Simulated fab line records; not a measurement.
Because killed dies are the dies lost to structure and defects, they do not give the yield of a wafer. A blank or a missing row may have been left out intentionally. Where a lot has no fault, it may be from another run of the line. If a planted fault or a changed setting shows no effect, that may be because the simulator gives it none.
fab line records    flow nand-harc
[record] lots = 24  wafers = 72  last-day = 33
route steps=1302 shown P_GATE@215 P_M0@277 P_M1@310 P_BONDPAD@351
lots that met no fault: taken from a fault-free run of the same line
start-h: hours from the record's opening day to when the first of the lot's shown wafers began    wait-h: time in hours since the lot's previous step    " same as the row above    L1.1+2: one row covering several wafers at once    - no value, or no start given    * or withheld: withheld    < > ~ a bound
route shown NAME@n: names a module that has steps shown in the file, with the first one's number in the route    usual: average and standard deviation across the fault-free wafers    same: alike in all rows    chamber/n: place in a boat    sites: per-site readings    _std_site: standard deviation across them    _edge_site: mean of outer sites minus mean of inner sites    radius-mm: how far each site lies from the wafer's centre    mask NAME#n: copy n    behind: the most recent tool/chamber to have shaped the wafer    hold: cause of the lot's hold/its duration in hours/its outcome    device: names the non-switching transistor (n, p or np)    end of line: the same wafers' tests at the end of the route    where a step has no rows: the recipe by itself    killed: dies that structure and defects cost at the first sort, which is not the same as the wafer's yield    map: shows each die of a wafer: x if killed, . if not, _ if none is there
set.NAME: the setting that was run; set.NAME@STEP: the one run at that earlier step    model.NAME: the simulator's own value behind a step, which no gauge read
route steps across a sampled set of lots; one table per step, one row per wafer
services: from which hour (start-h, from the record's first day; less than 0 if before it) a tool's chamber was out of use, for how many hours, and why
[[steps]]
[step NHARC_P_GATE_RTA_82]
[recipe] temp-c = 450  time-s = 30
[usual] lamp-power-pct = 4.27/0.17  lamp_zone_1_pct = 4.27/0.17  wafer_temp_C_max = 452.2/0.56
lot.wafer  tool           chamber  start-h  wait-h  lamp-power-pct  lamp_zone_1_pct  wafer_temp_C_max
L074.2     rtp-anneal-01  0        120.03   -       4.07            4.07             452.5
L074.3     "              0        "        "       4.07            4.07             451.9
L074.6     "              0        "        "       4.07            4.07             452.7
L075.1     rtp-anneal-02  0        126.77   -       4.41            4.41             451.7
L075.3     "              0        "        "       4.41            4.42             452.1
L075.6     "              0        "        "       4.41            4.41             452.5
L076.3     rtp-anneal-02  0        137.12   -       4.42            4.42             451.7
L076.5     "              0        "        "       4.41            4.42             451.7
L076.6     "              0        "        "       4.41            4.41             452.2
L077.1     rtp-anneal-01  0        150.11   -       4.07            4.07             453.6
L077.3     "              0        "        "       4.07            4.07             452.8
L077.5     "              0        "        "       4.07            4.07             453.1
L078.1     rtp-anneal-02  0        157.65   -       4.42            4.41             452.0
L078.2     "              0        "        "       4.41            4.41             451.6
L078.5     "              0        "        "       4.42            4.42             452.4
L079.1     rtp-anneal-01  0        170.39   -       4.08            4.07             452.2
L079.3     "              0        "        "       4.07            4.07             452.8
L079.4     "              0        "        "       4.07            4.07             452.5
L080.1     rtp-anneal-02  0        176.01   -       4.41            4.41             452.1
L080.3     "              0        "        "       4.41            4.43             451.4
L080.5     "              0        "        "       4.42            4.42             451.8
L081.1     rtp-anneal-02  0        181.06   -       4.41            4.41             451.8
L081.2     "              0        "        "       4.41            4.42             451.8
L081.6     "              0        "        "       4.42            4.41             451.2
L082.1     rtp-anneal-02  0        192.68   -       4.42            4.41             451.9
L082.4     "              0        "        "       4.41            4.42             452.2
L082.5     "              0        "        "       4.42            4.41             451.7
L083.4     rtp-anneal-02  0        207.72   -       4.41            4.41             452.0
L083.5     "              0        "        "       4.42            4.41             452.0
L083.6     "              0        "        "       4.41            4.42             452.7
L084.2     rtp-anneal-02  0        213.41   -       4.41            4.41             451.2
L084.4     "              0        "        "       4.41            4.41             451.3
L084.5     "              0        "        "       4.41            4.42             451.8
L085.1     rtp-anneal-01  0        223.17   -       4.07            4.07             453.3
L085.2     "              0        "        "       4.07            4.07             453.1
L085.6     "              0        "        "       4.07            4.07             452.3
L086.2     rtp-anneal-02  0        238.33   -       4.41            4.41             451.9
L086.3     "              0        "        "       4.41            4.41             452.5
L086.4     "              0        "        "       4.41            4.42             452.3
L087.1     rtp-anneal-02  0        258.21   -       4.41            4.42             451.6
L087.5     "              0        "        "       4.42            4.41             451.6
L087.6     "              0        "        "       4.40            4.41             451.6
L088.1     rtp-anneal-01  0        259.10   -       4.07            4.07             452.3
L088.3     "              0        "        "       4.07            4.07             452.4
L088.5     "              0        "        "       4.07            4.07             452.3
L089.3     rtp-anneal-01  0        278.02   -       4.06            4.07             452.8
L089.5     "              0        "        "       4.07            4.07             453.8
L089.6     "              0        "        "       4.07            4.07             452.5
L090.1     rtp-anneal-02  0        283.72   -       4.41            4.41             451.7
L090.2     "              0        "        "       4.41            4.41             451.5
L090.6     "              0        "        "       4.41            4.41             451.8
L091.2     rtp-anneal-01  0        288.23   -       4.08            4.07             452.8
L091.4     "              0        "        "       4.07            4.07             452.0
L091.5     "              0        "        "       4.07            4.07             452.9
L092.2     rtp-anneal-01  0        305.84   -       4.07            4.08             452.5
L092.5     "              0        "        "       4.08            4.07             452.5
L092.6     "              0        "        "       4.07            4.07             452.2
L093.1     rtp-anneal-01  0        311.00   -       4.07            4.07             452.1
L093.5     "              0        "        "       4.07            4.07             452.5
L093.6     "              0        "        "       4.07            4.07             453.4
L094.1     rtp-anneal-01  0        320.31   -       4.06            4.07             452.5
L094.3     "              0        "        "       4.07            4.07             452.6
L094.6     "              0        "        "       4.07            4.07             452.0
L095.1     rtp-anneal-02  0        329.39   -       4.41            4.41             450.9
L095.2     "              0        "        "       4.41            4.41             451.6
L095.3     "              0        "        "       4.41            4.42             451.7
L096.1     rtp-anneal-02  0        329.88   -       4.42            4.41             452.2
L096.2     "              0        "        "       4.42            4.41             452.3
L096.6     "              0        "        "       4.42            4.42             452.4
L097.1     rtp-anneal-02  0        343.41   -       4.41            4.42             451.8
L097.2     "              0        "        "       4.41            4.42             452.9
L097.3     "              0        "        "       4.41            4.41             451.7
[step NHARC_P_M0_ANNEAL_30]
[recipe] temp-c = 225  time-s = 90
[usual] wafer_temp_C_max = 226.16/0.29
lot.wafer  tool           chamber  start-h  wait-h  wafer_temp_C_max
L074.2     rtp-anneal-02  0        127.91   0.4     226.00
L074.3     "              0        "        "       225.88
L074.6     "              0        "        "       225.75
L075.1     rtp-anneal-02  0        134.79   0.3     225.70
L075.3     "              0        "        "       225.96
L075.6     "              0        "        "       226.20
L076.3     rtp-anneal-02  0        144.92   0.3     226.60
L076.5     "              0        "        "       225.86
L076.6     "              0        "        "       225.60
L077.1     rtp-anneal-02  0        157.83   0.3     226.04
L077.3     "              0        "        "       226.42
L077.5     "              0        "        "       225.92
L078.1     rtp-anneal-01  0        165.45   -       226.16
L078.2     "              0        "        "       226.15
L078.5     "              0        "        "       226.12
L079.1     rtp-anneal-02  0        178.27   0.3     225.57
L079.3     "              0        "        "       225.74
L079.4     "              0        "        "       225.61
L080.1     rtp-anneal-01  0        184.06   -       226.20
L080.3     "              0        "        "       226.79
L080.5     "              0        "        "       226.27
L081.1     rtp-anneal-01  0        188.76   0.3     226.29
L081.2     "              0        "        "       226.56
L081.6     "              0        "        "       226.19
L082.1     rtp-anneal-01  0        200.82   -       226.13
L082.4     "              0        "        "       225.77
L082.5     "              0        "        "       226.03
L083.4     rtp-anneal-01  0        215.65   0.4     226.65
L083.5     "              0        "        "       226.30
L083.6     "              0        "        "       226.02
L084.2     rtp-anneal-01  0        221.04   0.4     226.11
L084.4     "              0        "        "       226.32
L084.5     "              0        "        "       225.82
L085.1     rtp-anneal-01  0        231.08   0.3     226.56
L085.2     "              0        "        "       226.32
L085.6     "              0        "        "       226.31
L086.2     rtp-anneal-01  0        246.41   0.4     226.08
L086.3     "              0        "        "       226.52
L086.4     "              0        "        "       226.31
L087.1     rtp-anneal-01  0        266.00   -       226.15
L087.5     "              0        "        "       226.43
L087.6     "              0        "        "       225.91
L088.1     rtp-anneal-02  0        267.04   -       226.25
L088.3     "              0        "        "       226.43
L088.5     "              0        "        "       226.24
L089.3     rtp-anneal-01  0        287.50   0.3     226.20
L089.5     "              0        "        "       227.06
L089.6     "              0        "        "       226.29
L090.1     rtp-anneal-01  0        291.65   -       226.74
L090.2     "              0        "        "       226.53
L090.6     "              0        "        "       226.22
L091.2     rtp-anneal-02  0        296.03   -       226.22
L091.4     "              0        "        "       226.21
L091.5     "              0        "        "       226.53
L092.2     rtp-anneal-01  0        313.71   0.4     226.15
L092.5     "              0        "        "       226.22
L092.6     "              0        "        "       226.26
L093.1     rtp-anneal-01  0        318.74   0.3     226.11
L093.5     "              0        "        "       226.51
L093.6     "              0        "        "       226.60
L094.1     rtp-anneal-01  0        328.02   -       226.04
L094.3     "              0        "        "       226.44
L094.6     "              0        "        "       226.21
L095.1     rtp-anneal-01  0        337.39   0.3     226.17
L095.2     "              0        "        "       226.40
L095.3     "              0        "        "       226.45
L096.1     rtp-anneal-02  0        337.84   -       225.76
L096.2     "              0        "        "       226.06
L096.6     "              0        "        "       225.81
L097.1     rtp-anneal-02  0        351.46   0.3     225.63
L097.2     "              0        "        "       225.91
L097.3     "              0        "        "       226.39
[step NHARC_P_M0_DEP_32]
[recipe] target-thk-a = 300  temp-c = 370  target-thk-nm = 30  pressure-torr = 3  flow-sccm = 200  rf-w = 450  material = SiCN
[usual] heater-power-w = 599/57  susceptor-temp-C = 370.00/0.2
lot.wafer  tool      chamber  start-h  wait-h  heater-power-w  susceptor-temp-C
L074.2     pecvd-03  2        128.86   0.1     520             370.42
L074.3     "         0        "        "       691             369.84
L074.6     "         0        "        "       545             369.94
L075.3     pecvd-03  1        135.75   0.1     555             369.92
L075.1     "         0        "        "       643             370.30
L075.6     "         1        "        "       554             369.80
L076.3     pecvd-04  0        145.87   0.1     615             370.15
L076.6     "         2        "        "       527             370.06
L076.5     "         0        "        "       638             370.19
L077.1     pecvd-02  0        158.84   0.1     571             369.82
L077.3     "         1        "        "       560             369.56
L077.5     "         0        "        "       573             370.31
L078.1     pecvd-03  1        166.48   0.1     623             370.27
L078.2     "         2        "        "       540             369.80
L078.5     "         2        "        "       540             369.96
L079.3     pecvd-04  0        179.23   0.1     586             369.75
L079.1     "         1        "        "       638             370.11
L079.4     "         0        "        "       610             370.02
L080.3     pecvd-04  0        185.06   0.1     629             369.79
L080.1     "         1        "        "       660             370.06
L080.5     "         0        "        "       598             369.67
L081.2     pecvd-04  0        189.90   0.1     617             370.04
L081.1     "         1        "        "       675             369.81
L081.6     "         1        "        "       679             370.13
L082.1     pecvd-03  1        201.83   0.1     516             369.96
L082.4     "         0        "        "       716             370.01
L082.5     "         1        "        "       535             369.89
L083.5     pecvd-03  0        216.58   0.2     705             369.77
L083.6     "         1        "        "       557             369.90
L083.4     "         2        "        "       522             369.91
L084.2     pecvd-02  2        222.04   0.1     485             369.87
L084.5     "         0        "        "       567             369.89
L084.4     "         2        "        "       492             370.28
L085.2     pecvd-03  1        232.08   0.1     605             370.37
L085.1     "         2        "        "       536             369.99
L085.6     "         1        "        "       607             370.31
L086.2     pecvd-02  2        247.32   0.1     559             369.97
L086.3     "         0        "        "       624             370.01
L086.4     "         0        "        "       612             370.13
L087.1     pecvd-04  2        266.97   0.1     512             370.17
L087.6     "         0        "        "       571             370.43
L087.5     "         1        "        "       625             369.76
L088.3     pecvd-04  2        268.02   0.1     560             369.75
L088.1     "         1        "        "       610             370.34
L088.5     "         2        "        "       575             370.11
L089.3     pecvd-03  2        288.46   0.1     614             370.06
L089.6     "         0        "        "       606             369.83
L089.5     "         2        "        "       627             369.87
L090.2     pecvd-04  0        292.61   0.1     676             369.88
L090.1     "         1        "        "       611             370.07
L090.6     "         1        "        "       583             370.09
L091.2     pecvd-04  2        297.02   0.1     578             370.08
L091.4     "         2        "        "       584             369.98
L091.5     "         0        "        "       651             370.10
L092.2     pecvd-03  2        314.66   0.1     619             369.89
L092.5     "         1        "        "       499             370.13
L092.6     "         0        "        "       716             369.81
L093.1     pecvd-03  0        319.80   0.1     619             369.75
L093.5     "         1        "        "       584             369.76
L093.6     "         0        "        "       596             369.84
L094.1     pecvd-02  2        329.02   0.1     457             370.06
L094.3     "         0        "        "       668             369.84
L094.6     "         2        "        "       463             369.92
L095.2     pecvd-03  1        338.36   0.1     625             370.05
L095.1     "         2        "        "       593             370.13
L095.3     "         0        "        "       625             369.91
L096.1     pecvd-04  0        338.84   0.1     655             370.10
L096.2     "         1        "        "       606             369.88
L096.6     "         2        "        "       586             369.89
L097.1     pecvd-03  0        352.43   0.1     715             369.73
L097.2     "         1        "        "       586             369.99
L097.3     "         2        "        "       609             369.94
[step NHARC_P_M1_ANNEAL_31]
[recipe] temp-c = 225  time-s = 90
[usual] wafer_temp_C_max = 226.1/0.31
lot.wafer  tool           chamber  start-h  wait-h  wafer_temp_C_max
L074.2     rtp-anneal-01  0        131.92   0.4     226.4
L074.3     "              0        "        "       226.5
L074.6     "              0        "        "       226.7
L075.1     rtp-anneal-02  0        138.82   -       225.8
L075.3     "              0        "        "       225.9
L075.6     "              0        "        "       226.2
L076.3     rtp-anneal-01  0        149.08   0.3     226.1
L076.5     "              0        "        "       226.3
L076.6     "              0        "        "       225.9
L077.1     rtp-anneal-01  0        162.15   0.3     226.3
L077.3     "              0        "        "       226.3
L077.5     "              0        "        "       226.1
L078.1     rtp-anneal-01  0        169.96   0.3     226.9
L078.2     "              0        "        "       226.3
L078.5     "              0        "        "       226.3
L079.1     rtp-anneal-02  0        182.41   -       226.1
L079.3     "              0        "        "       225.4
L079.4     "              0        "        "       226.0
L080.1     rtp-anneal-02  0        188.09   0.3     226.3
L080.3     "              0        "        "       225.9
L080.5     "              0        "        "       226.0
L081.1     rtp-anneal-01  0        193.04   -       225.8
L081.2     "              0        "        "       226.2
L081.6     "              0        "        "       226.4
L082.1     rtp-anneal-01  0        205.01   0.3     226.1
L082.4     "              0        "        "       226.3
L082.5     "              0        "        "       226.1
L083.4     rtp-anneal-01  0        219.81   0.4     227.6
L083.5     "              0        "        "       226.2
L083.6     "              0        "        "       225.8
L084.2     rtp-anneal-01  0        225.11   0.3     226.3
L084.4     "              0        "        "       226.4
L084.5     "              0        "        "       226.6
L085.1     rtp-anneal-02  0        235.24   0.3     225.9
L085.2     "              0        "        "       225.9
L085.6     "              0        "        "       226.4
L086.2     rtp-anneal-01  0        250.76   -       226.2
L086.3     "              0        "        "       226.3
L086.4     "              0        "        "       226.2
L087.1     rtp-anneal-02  0        270.03   -       225.5
L087.5     "              0        "        "       225.7
L087.6     "              0        "        "       226.0
L088.1     rtp-anneal-01  0        271.07   0.3     226.1
L088.3     "              0        "        "       225.9
L088.5     "              0        "        "       226.0
L089.3     rtp-anneal-02  0        291.64   -       225.8
L089.5     "              0        "        "       225.7
L089.6     "              0        "        "       226.3
L090.1     rtp-anneal-01  0        295.73   -       226.1
L090.2     "              0        "        "       226.2
L090.6     "              0        "        "       226.1
L091.2     rtp-anneal-02  0        300.43   -       225.8
L091.4     "              0        "        "       226.1
L091.5     "              0        "        "       225.7
L092.2     rtp-anneal-02  0        317.75   0.4     226.0
L092.5     "              0        "        "       226.0
L092.6     "              0        "        "       226.2
L093.1     rtp-anneal-02  0        323.53   -       226.2
L093.5     "              0        "        "       226.1
L093.6     "              0        "        "       226.2
L094.1     rtp-anneal-02  0        332.18   0.3     226.2
L094.3     "              0        "        "       226.0
L094.6     "              0        "        "       226.2
L095.1     rtp-anneal-01  0        341.82   0.3     226.9
L095.2     "              0        "        "       226.2
L095.3     "              0        "        "       226.8
L096.1     rtp-anneal-01  0        342.34   -       226.4
L096.2     "              0        "        "       226.4
L096.6     "              0        "        "       226.3
L097.1     rtp-anneal-02  0        355.62   0.3     225.8
L097.2     "              0        "        "       226.1
L097.3     "              0        "        "       225.6
[step NHARC_P_BONDPAD_DEP_00]
[recipe] target-thk-a = 2500  temp-c = 370  target-thk-nm = 250  pressure-torr = 3  flow-sccm = 200  rf-w = 450  material = SiCN
[usual] heater-power-w = 600/51  susceptor-temp-C = 369.97/0.22
lot.wafer  tool      chamber  start-h  wait-h  heater-power-w  susceptor-temp-C
L074.3     pecvd-04  2        -        -       539             369.93
L074.2     "         1        "        "       548             370.35
L074.6     "         0        "        "       553             370.12
L075.1     pecvd-02  1        144.37   -       575             370.30
L075.3     "         2        "        "       587             369.75
L075.6     "         1        "        "       588             370.26
L076.3     pecvd-02  1        154.54   -       531             370.20
L076.5     "         0        "        "       601             370.27
L076.6     "         2        "        "       545             370.19
L077.3     pecvd-03  0        -        -       601             369.93
L077.1     "         2        "        "       538             369.82
L077.5     "         1        "        "       514             369.55
L078.1     pecvd-02  0        175.50   -       643             369.91
L078.2     "         2        "        "       565             370.14
L078.5     "         2        "        "       561             369.64
L079.1     pecvd-04  0        187.99   -       624             369.69
L079.3     "         1        "        "       670             370.11
L079.4     "         1        "        "       539             369.77
L080.1     pecvd-02  2        -        -       538             370.21
L080.3     "         1        "        "       626             369.98
L080.5     "         2        "        "       540             369.70
L081.1     pecvd-03  2        198.82   -       601             370.15
L081.2     "         0        "        "       697             369.96
L081.6     "         1        "        "       606             370.10
L082.1     pecvd-04  0        210.58   -       600             369.69
L082.5     "         2        "        "       569             370.50
L082.4     "         1        "        "       576             369.91
L083.4     pecvd-04  2        -        -       601             370.31
L083.5     "         0        "        "       619             369.92
L083.6     "         1        "        "       619             369.89
L084.2     pecvd-04  0        231.01   -       603             370.04
L084.4     "         0        "        "       611             369.94
L084.5     "         2        "        "       588             369.85
L085.1     pecvd-03  0        -        -       678             370.01
L085.2     "         1        "        "       601             370.17
L085.6     "         1        "        "       610             370.31
L086.3     pecvd-04  0        256.46   -       625             369.88
L086.2     "         2        "        "       617             369.70
L086.4     "         2        "        "       489             369.99
L087.1     pecvd-02  0        275.61   -       680             369.95
L087.6     "         1        "        "       548             370.17
L087.5     "         2        "        "       556             369.76
L088.3     pecvd-03  1        276.71   -       556             370.08
L088.1     "         0        "        "       672             370.13
L088.5     "         0        "        "       689             370.04
L089.3     pecvd-03  0        297.12   -       638             370.13
L089.5     "         2        "        "       619             369.91
L089.6     "         0        "        "       653             370.07
L090.1     pecvd-03  1        301.97   -       526             369.81
L090.2     "         2        "        "       587             369.98
L090.6     "         2        "        "       605             369.45
L091.2     pecvd-03  0        305.93   -       715             369.52
L091.5     "         0        "        "       702             369.81
L091.4     "         1        "        "       608             369.99
L092.2     pecvd-03  0        323.28   -       712             369.95
L092.5     "         2        "        "       588             370.15
L092.6     "         1        "        "       633             369.87
L093.1     pecvd-03  2        -        -       615             369.81
L093.5     "         0        "        "       721             370.23
L093.6     "         1        "        "       603             370.21
L094.1     pecvd-02  2        337.67   -       557             369.58
L094.3     "         2        "        "       555             369.61
L094.6     "         2        "        "       565             369.83
L095.1     pecvd-02  0        347.55   -       679             369.73
L095.2     "         2        "        "       493             370.04
L095.3     "         0        "        "       537             370.02
L096.1     pecvd-03  0        347.99   -       606             370.36
L096.2     "         2        "        "       609             370.01
L096.6     "         0        "        "       637             369.97
L097.1     pecvd-04  1        361.18   -       543             369.86
L097.3     "         2        "        "       583             369.90
L097.2     "         0        "        "       624             369.89
[step NHARC_P_BONDPAD_CMP_32]
[recipe] target-thk-nm = 200  material = SiCN
[usual] motor-current-A = 12.4/1.3
lot.wafer  tool    chamber  start-h  wait-h  motor-current-A
L074.2     cmp-01  3        137.80   -       11.7
L074.3     "       0        "        "       13.4
L074.6     "       2        "        "       13.6
L075.3     cmp-03  3        144.83   -       12.7
L075.1     "       0        "        "       11.3
L075.6     "       1        "        "       14.6
L076.3     cmp-02  1        154.95   -       12.8
L076.5     "       3        "        "       10.9
L076.6     "       0        "        "       10.0
L077.3     cmp-02  3        168.12   -       11.1
L077.1     "       0        "        "       10.3
L077.5     "       2        "        "       12.5
L078.1     cmp-03  2        175.96   -       10.1
L078.2     "       3        "        "       12.9
L078.5     "       0        "        "       12.2
L079.4     cmp-02  2        188.35   -       12.3
L079.3     "       3        "        "       11.4
L079.1     "       1        "        "       12.1
L080.3     cmp-01  0        194.13   -       13.5
L080.1     "       1        "        "       13.1
L080.5     "       2        "        "       14.1
L081.2     cmp-01  0        199.21   -       13.7
L081.1     "       1        "        "       13.3
L081.6     "       0        "        "       13.8
L082.1     cmp-01  0        210.94   -       13.5
L082.4     "       3        "        "       10.8
L082.5     "       1        "        "       13.0
L083.4     cmp-01  1        225.65   -       13.0
L083.6     "       1        "        "       12.3
L083.5     "       2        "        "       12.8
L084.4     cmp-01  3        231.44   -       11.5
L084.2     "       1        "        "       13.3
L084.5     "       0        "        "       14.1
L085.1     cmp-02  1        241.03   -       11.6
L085.2     "       0        "        "       10.3
L085.6     "       2        "        "       12.4
L086.2     cmp-01  2        256.87   -       13.5
L086.4     "       3        "        "       10.5
L086.3     "       0        "        "       13.5
L087.1     cmp-02  1        276.04   -       12.3
L087.6     "       0        "        "       10.2
L087.5     "       1        "        "       12.8
L088.1     cmp-03  1        277.15   -       13.5
L088.3     "       0        "        "       11.4
L088.5     "       2        "        "       10.7
L089.3     cmp-01  1        297.43   -       12.1
L089.6     "       1        "        "       13.2
L089.5     "       2        "        "       13.5
L090.2     cmp-03  1        302.41   -       15.0
L090.1     "       3        "        "       12.6
L090.6     "       1        "        "       14.4
L091.4     cmp-02  3        306.37   -       11.1
L091.2     "       0        "        "       10.3
L091.5     "       3        "        "       11.8
L092.2     cmp-02  2        323.72   -       12.5
L092.6     "       3        "        "       11.3
L092.5     "       0        "        "       10.4
L093.1     cmp-03  2        329.49   -       10.5
L093.5     "       0        "        "       11.6
L093.6     "       1        "        "       15.1
L094.3     cmp-03  2        338.18   0.3     10.4
L094.1     "       3        "        "       12.5
L094.6     "       1        "        "       14.4
L095.3     cmp-01  1        348.09   0.3     12.5
L095.2     "       2        "        "       14.3
L095.1     "       0        "        "       14.0
L096.2     cmp-03  0        348.39   -       12.5
L096.1     "       2        "        "       10.1
L096.6     "       1        "        "       14.9
L097.3     cmp-01  0        361.58   -       13.2
L097.2     "       1        "        "       13.0
L097.1     "       2        "        "       13.6
[[services]]
tool      chamber  start-h  hours  kind
pecvd-03  0        98.32    8.9    repair
cmp-01    -        105.70   1.6    repair
cmp-03    -        106.70   1.3    repair
cmp-02    -        126.02   11.0   repair
pecvd-04  1        157.67   2.4    repair
cmp-03    -        162.02   4.0    pm
cmp-01    -        174.48   9.3    repair
pecvd-03  -        185.57   13.0   pm
cmp-01    -        185.63   4.0    pm
cmp-02    -        196.04   2.3    repair
pecvd-02  2        213.21   6.0    repair
pecvd-03  -        221.15   1.6    repair
pecvd-02  -        227.09   13.0   pm
cmp-02    -        235.00   4.0    pm
pecvd-03  1        247.46   8.8    repair
cmp-03    -        260.02   4.0    pm
pecvd-04  -        269.22   13.0   pm
cmp-01    -        273.13   1.0    repair
cmp-01    -        283.63   4.0    pm
pecvd-04  -        297.73   1.5    repair
cmp-03    -        304.02   1.1    repair
pecvd-04  -        328.28   5.0    repair
pecvd-02  1        331.67   18.1   repair
cmp-02    -        333.00   4.0    pm
[[key]]
fault none
